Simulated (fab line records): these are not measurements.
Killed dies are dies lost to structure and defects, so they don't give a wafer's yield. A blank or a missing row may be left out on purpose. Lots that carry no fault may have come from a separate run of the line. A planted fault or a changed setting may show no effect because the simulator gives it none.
Split-lot study -- flow n5_finfet -- 21 wafers read from 7 lots, route of 1938 steps

## THE SPLIT ITSELF
At N5_BEOL_M9_COAT_05 (resist thk 90 nm), the setting spin_rpm was moved away from the recipe's 1500 rpm on 6 of the 21 wafers read, by -10.6% to +6.8%. For the rest of the wafers, this setting stayed at what the recipe calls for.

## FROM THE SPLIT TO THE READING: what the file shows between them, 4 steps
- N5_BEOL_M9_EBR_07
- N5_BEOL_M9_SOFTBAKE_06: time 60 s
- N5_BEOL_M9_EXPOSE_08: exposes mask M9
- N5_BEOL_M9_PEB_09: peb time 60 s

## THE READING
CAR-ArF_of_BEOL_M9_COAT_05.thk_nm (the simulator's own value, which no gauge read), in nm, at N5_BEOL_M9_DEVELOP_10 (develop time 30 s). There is no usual value for it anywhere in the file. Across the 15 wafers here that went through the recipe, the average is 88.4 nm and the standard deviation 0.17 nm.

wafer,"tool, chamber at the split","spin_rpm as run, rpm",against the recipe,"CAR-ArF_of_BEOL_M9_COAT_05.thk_nm, nm",against lot-mates on the recipe
L082.1,"litho_track-05, 0",1431,-4.6%,90.6,+2.3
L082.2,"litho_track-05, 0",1500,recipe,88.2,-
L082.3,"litho_track-05, 0",1500,recipe,88.4,-
L083.4,"litho_track-05, 0",1500,recipe,88.4,-
L083.5,"litho_track-05, 0",1596,+6.4%,85.8,-2.7
L083.6,"litho_track-05, 0",1500,recipe,88.6,-
L087.2,"litho_track-04, 0",1602,+6.8%,85.4,-3.0
L087.5,"litho_track-04, 0",1602,+6.8%,85.8,-2.6
L087.6,"litho_track-04, 0",1500,recipe,88.4,-
L089.1,"litho_track-05, 0",1500,recipe,88.4,-
L089.5,"litho_track-05, 0",1500,recipe,88.2,-
L089.6,"litho_track-05, 0",1500,recipe,88.6,-
L088.2,"litho_track-01, 0",1500,recipe,88.2,-
L088.5,"litho_track-01, 0",1500,recipe,88.2,-
L088.6,"litho_track-01, 0",1341,-10.6%,93.4,+5.2
L094.1,"litho_track-01, 0",1544,+2.9%,87,-1.4
L094.4,"litho_track-01, 0",1500,recipe,88.4,-
L094.5,"litho_track-01, 0",1500,recipe,88.4,-
L093.1,"litho_track-04, 0",1500,recipe,88.8,-
L093.3,"litho_track-04, 0",1500,recipe,88.4,-
L093.5,"litho_track-04, 0",1500,recipe,88.2,-

THE FIT
A straight line over all 21 wafers: CAR-ArF_of_BEOL_M9_COAT_05.thk_nm changes by -0.444 nm for each +1% of spin_rpm; r = -0.99; the points scatter about the line by 0.2 nm.
The same after taking each lot's own level away (the mean of its wafers on the recipe; 21 wafers): -0.456 nm for each +1%; r = -0.99; scatter 0.19 nm.
Per that fit: largest spin_rpm move, reading shift of 4.8 nm.
Measured against the standard deviation above, the lots' own levels, which go from 88.20 to 88.50 nm, span 1.8 times it.
The two slopes are in agreement: the lot-to-lot level therefore moves the slope only a little.
Check: with one of the wafers moved furthest among these (-10.6%) left out of the fit, the line predicts +4.61 nm for it against its lot-mates. Against them it came out at +5.2 nm.

## THESE WAFERS: OTHER SPLITS
These wafers also went through other splits before the reading. Each is held against what the fit with the lots' levels taken away leaves over:
other split on the same wafers,wafers away from the commonest value,r with CAR-ArF_of_BEOL_M9_COAT_05.thk_nm (lot level and that fit taken away)
N5_BEOL_M6_TRENCH_ETCH_37 time_s,6,+0.00
N5_BEOL_M7_COAT_59 spin_rpm,8,+0.17
N5_BEOL_M7_COAT_05 spin_rpm,5,+0.30
N5_BEOL_M8_COAT_22 spin_rpm,7,-0.11

## THE WHOLE CHAIN: every reading that the file lists as answering this split, in the file's order
step,what it does,reading,change (the file's fit),r (the file's)
N5_BEOL_M9_COAT_05,resist thk 90 nm,"CAR-ArF_of_BEOL_M9_COAT_05.thk_nm (the simulator's own value, which no gauge read)",-0.474 nm for each +1% of the setting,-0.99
N5_BEOL_M9_DEVELOP_10,develop time 30 s,"CAR-ArF_of_BEOL_M9_COAT_05.thk_nm (the simulator's own value, which no gauge read)",-0.463 nm for each +1% of the setting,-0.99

## FILE'S OWN FIT
CAR-ArF_of_BEOL_M9_COAT_05.thk_nm changes by -0.463 nm for each +1% of spin_rpm, r = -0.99.
